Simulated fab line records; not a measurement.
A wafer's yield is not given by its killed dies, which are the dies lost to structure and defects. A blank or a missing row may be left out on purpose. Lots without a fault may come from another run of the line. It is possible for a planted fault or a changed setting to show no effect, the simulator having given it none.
fab line records | flow nandHarc | part 2 of 2: steps 24 to 31 of 31
record lots=5 wafers=15 lastDay=31
route steps=1302 shown A_CONTACT@988
lots that met no fault: taken from a fault-free run of the same line
startH: hours from the record's first day to the start of the lot's first wafer shown | waitH: hours since the lot's step before | " the same as in the row above | L1.1+2: a single row standing in for several wafers | - no value, or no start given | * or withheld: withheld | < > ~ a bound
route shown NAME@n: names a module that has steps shown in the file, with the first one's number in the route | usual: mean/standard deviation of fault-free wafers | same: alike in all rows | chamber/n: place in a boat | sites: per-site readings | _std_site: standard deviation across them | _edge_site: outer sites' mean less inner sites' | radiusMm: how far each site lies from the wafer's centre | mask NAME#n: copy n | behind: the last tool/chamber to shape the wafer | hold: why the lot was held/for how many hours/how that ended | device: which transistor (n, p or np) failed to switch | end of line: the same wafers' tests at the end of the route | for a step that has no rows: nothing shown but its recipe | killed: count of dies lost to structure and defects at first sort (not the wafer's yield) | map: the dies of a wafer, with x for killed, . for not killed, _ for no die there
set.NAME: the run value of the setting; set.NAME@STEP: its run value at that earlier step | model.NAME: the simulator's own value behind a step, which no gauge read
lots at selected steps of the route; one table per step, one row per wafer
services: from which hour (startH, from the record's first day; less than 0 if before it) a tool's chamber was out of use, for how many hours, and why
## steps
# step NHARC_A_CONTACT_ETCH_117
# recipe sourceW=withheld pressureMtorr=20 biasV=3000 timeS=190 targetDepthA=18500 arFlowSccm=withheld c4f8FlowSccm=withheld o2FlowSccm=withheld chemistry=C4F8/O2/Ar
# columns lot.wafer tool chamber startH waitH rfHoursCounterH
L077.1 harCapEtch-03 1 514.33 0.2 44
L077.3 " 1 " " -
L077.4 " 0 " " -
L083.1 harCapEtch-03 1 566.75 0.1 50
L083.3 " 1 " " -
L083.6 " 0 " " -
L087.4 harCapEtch-02 0 638.34 0.2 -
L087.6 " 1 " " -
L087.5 " 0 " " -
L088.4 harCapEtch-01 1 649.19 0.1 -
L088.6 " 1 " " -
L088.5 " 0 " " -
L093.1 harCapEtch-01 0 662.01 0.1 23
L093.4 " 0 " " -
L093.6 " 0 " " -
# step NHARC_A_CONTACT_ETCH_118
# recipe sourceW=withheld pressureMtorr=20 biasV=3000 timeS=190 targetDepthA=18500 arFlowSccm=withheld c4f8FlowSccm=withheld o2FlowSccm=withheld chemistry=C4F8/O2/Ar
# columns lot.wafer tool chamber startH waitH rfHoursCounterH
L077.1 harCapEtch-03 1 514.56 0.2 44
L077.3 " 1 " " -
L077.4 " 0 " " -
L083.1 harCapEtch-03 1 566.92 0.1 51
L083.3 " 1 " " -
L083.6 " 0 " " -
L087.4 harCapEtch-02 0 638.57 0.2 -
L087.6 " 1 " " -
L087.5 " 0 " " -
L088.4 harCapEtch-01 1 649.36 0.1 -
L088.6 " 1 " " -
L088.5 " 0 " " -
L093.1 harCapEtch-01 0 662.18 0.1 23
L093.4 " 0 " " -
L093.6 " 0 " " -
# step NHARC_A_CONTACT_ETCH_119
# recipe sourceW=withheld pressureMtorr=20 biasV=3000 timeS=190 targetDepthA=18500 arFlowSccm=withheld c4f8FlowSccm=withheld o2FlowSccm=withheld chemistry=C4F8/O2/Ar
# columns lot.wafer tool chamber startH waitH rfHoursCounterH
L077.1 harCapEtch-03 1 514.79 0.2 44
L077.3 " 1 " " -
L077.4 " 0 " " -
L083.1 harCapEtch-03 1 567.09 0.1 51
L083.3 " 1 " " -
L083.6 " 0 " " -
L087.4 harCapEtch-02 0 638.80 0.2 -
L087.6 " 1 " " -
L087.5 " 0 " " -
L088.4 harCapEtch-01 1 649.53 0.1 -
L088.6 " 1 " " -
L088.5 " 0 " " -
L093.1 harCapEtch-01 0 662.34 0.1 23
L093.4 " 0 " " -
L093.6 " 0 " " -
# step NHARC_A_CONTACT_ETCH_120
# recipe sourceW=withheld pressureMtorr=20 biasV=3000 timeS=190 targetDepthA=18500 arFlowSccm=withheld c4f8FlowSccm=withheld o2FlowSccm=withheld chemistry=C4F8/O2/Ar
# columns lot.wafer tool chamber startH waitH rfHoursCounterH
L077.1 harCapEtch-03 1 515.01 0.2 44
L077.3 " 1 " " -
L077.4 " 0 " " -
L083.1 harCapEtch-03 1 567.26 0.1 51
L083.3 " 1 " " -
L083.6 " 0 " " -
L087.4 harCapEtch-02 0 639.03 0.2 -
L087.6 " 1 " " -
L087.5 " 0 " " -
L088.4 harCapEtch-01 1 649.71 0.1 -
L088.6 " 1 " " -
L088.5 " 0 " " -
L093.1 harCapEtch-01 0 662.51 0.1 24
L093.4 " 0 " " -
L093.6 " 0 " " -
# step NHARC_A_CONTACT_ETCH_121
# recipe sourceW=withheld pressureMtorr=20 biasV=3000 timeS=190 targetDepthA=18500 arFlowSccm=withheld c4f8FlowSccm=withheld o2FlowSccm=withheld chemistry=C4F8/O2/Ar
# columns lot.wafer tool chamber startH waitH rfHoursCounterH
L077.1 harCapEtch-03 1 515.24 0.2 44
L077.3 " 1 " " -
L077.4 " 0 " " -
L083.1 harCapEtch-03 1 567.44 0.1 51
L083.3 " 1 " " -
L083.6 " 0 " " -
L087.4 harCapEtch-02 0 639.26 0.2 -
L087.6 " 1 " " -
L087.5 " 0 " " -
L088.4 harCapEtch-01 1 649.88 0.1 -
L088.6 " 1 " " -
L088.5 " 0 " " -
L093.1 harCapEtch-01 0 662.69 0.1 24
L093.4 " 0 " " -
L093.6 " 0 " " -
# step NHARC_A_CONTACT_ETCH_122
# recipe sourceW=withheld pressureMtorr=20 biasV=3000 timeS=190 targetDepthA=18500 arFlowSccm=withheld c4f8FlowSccm=withheld o2FlowSccm=withheld chemistry=C4F8/O2/Ar
# columns lot.wafer tool chamber startH waitH rfHoursCounterH
L077.1 harCapEtch-03 1 515.47 0.2 44
L077.3 " 1 " " -
L077.4 " 0 " " -
L083.1 harCapEtch-03 1 567.61 0.1 51
L083.3 " 1 " " -
L083.6 " 0 " " -
L087.4 harCapEtch-02 0 639.49 0.2 -
L087.6 " 1 " " -
L087.5 " 0 " " -
L088.4 harCapEtch-01 1 650.04 0.1 -
L088.6 " 1 " " -
L088.5 " 0 " " -
L093.1 harCapEtch-01 0 662.86 0.1 24
L093.4 " 0 " " -
L093.6 " 0 " " -
# step NHARC_A_CONTACT_ETCH_123
# recipe sourceW=withheld pressureMtorr=20 biasV=400 timeS=490 targetDepthA=21100 arFlowSccm=withheld c4f8FlowSccm=11.5 o2FlowSccm=7.2 chemistry=C4F8/O2/Ar
# columns lot.wafer tool chamber startH waitH rfHoursCounterH
L077.1 harCapEtch-03 1 515.70 0.2 45
L077.3 " 1 " " -
L077.4 " 0 " " -
L083.1 harCapEtch-03 1 567.78 0.1 51
L083.3 " 1 " " -
L083.6 " 0 " " -
L087.4 harCapEtch-02 0 639.95 0.4 -
L087.6 " 1 " " -
L087.5 " 0 " " -
L088.4 harCapEtch-01 1 650.33 0.3 -
L088.6 " 1 " " -
L088.5 " 0 " " -
L093.1 harCapEtch-01 0 663.03 0.1 24
L093.4 " 0 " " -
L093.6 " 0 " " -
# step NHARC_A_CONTACT_ETCH_90
# recipe targetDepthA=400 overEtchFrac=0.5 timeS=85.7 ionEnergyEv=120 ch3fFlowSccm=50 o2FlowSccm=30 arFlowSccm=200 rfW=500 biasW=100 chemistry=CH3F/O2
# usual drypumpMotorCurrentA=5.9/0.39 oesProductAu=0.96/0.035 rfVppV=244.6/1.5 showerheadPlenumPTorr=2.48/0.085 throttleValvePct=20.663/0.0083
# columns lot.wafer tool chamber startH waitH drypumpMotorCurrentA oesProductAu rfHoursCounterH rfVppV showerheadPlenumPTorr throttleValvePct
L077.3 rieDiel-11 0 516.87 0.8 6.3 0.92 27 244.6 2.52 20.657
L077.1 " 1 " " 6.2 0.92 29 245.6 2.55 20.666
L077.4 " 2 " " 6.1 0.92 32 244.4 2.51 20.656
L083.1 rieDiel-07 1 568.75 0.9 5.9 0.96 14 245.0 2.55 20.656
L083.3 " 2 " " 6.1 0.94 14 244.1 2.49 20.662
L083.6 " 1 " " 5.9 0.96 - 245.0 2.55 20.675
L087.4 rieDiel-07 3 640.78 0.7 5.6 0.93 24 245.5 2.57 20.651
L087.5 " 1 " " 5.9 0.94 - 244.9 2.54 20.650
L087.6 " 2 " " 6.1 0.92 - 244.3 2.48 20.678
L088.4 rieDiel-12 1 651.19 0.8 5.5 1.00 8 243.7 2.48 20.667
L088.6 " 2 " " 5.4 1.00 - 245.1 2.50 20.661
L088.5 " 3 " " 6.1 1.00 - 241.9 2.36 20.654
L093.4 rieDiel-07 3 664.00 0.7 5.6 1.01 1 246.1 2.57 20.674
L093.1 " 0 " " 6.3 1.00 1 243.3 2.34 20.669
L093.6 " 3 " " 5.6 1.01 - 247.6 2.57 20.677
## services
# columns tool chamber startH hours kind
rieDiel-11 2 488.06 1.5 repair
harCapEtch-01 - 497.00 17.0 pm
harCapEtch-01 0 497.00 17.0 ventCycle
arfiScanner-02 - 497.19 2.7 repair
harCapEtch-03 - 497.54 0.5 repair
arfiScanner-03 - 504.14 0.7 repair
lithoTrack-01 - 505.00 7.0 pm
arfiScanner-02 - 517.68 4.0 pm
arfiScanner-03 - 518.30 0.9 repair
lithoTrack-06 - 529.00 7.0 pm
arfiScanner-01 - 539.08 2.0 repair
arfiScanner-03 - 540.00 4.0 pm
lithoTrack-04 - 553.00 7.0 pm
arfiScanner-01 - 562.38 0.3 repair
rieDiel-12 3 562.56 6.0 repair
arfiScanner-03 - 567.84 1.4 repair
rieDiel-11 3 579.65 3.0 repair
arfiScanner-01 - 596.00 4.0 pm
rieDiel-11 - 609.54 9.0 pm
harCapEtch-01 - 610.08 0.4 repair
rieDiel-12 - 622.57 9.0 pm
harCapEtch-01 - 630.10 2.5 repair
rieDiel-07 - 648.31 9.0 pm
harCapEtch-03 - 654.22 0.4 repair
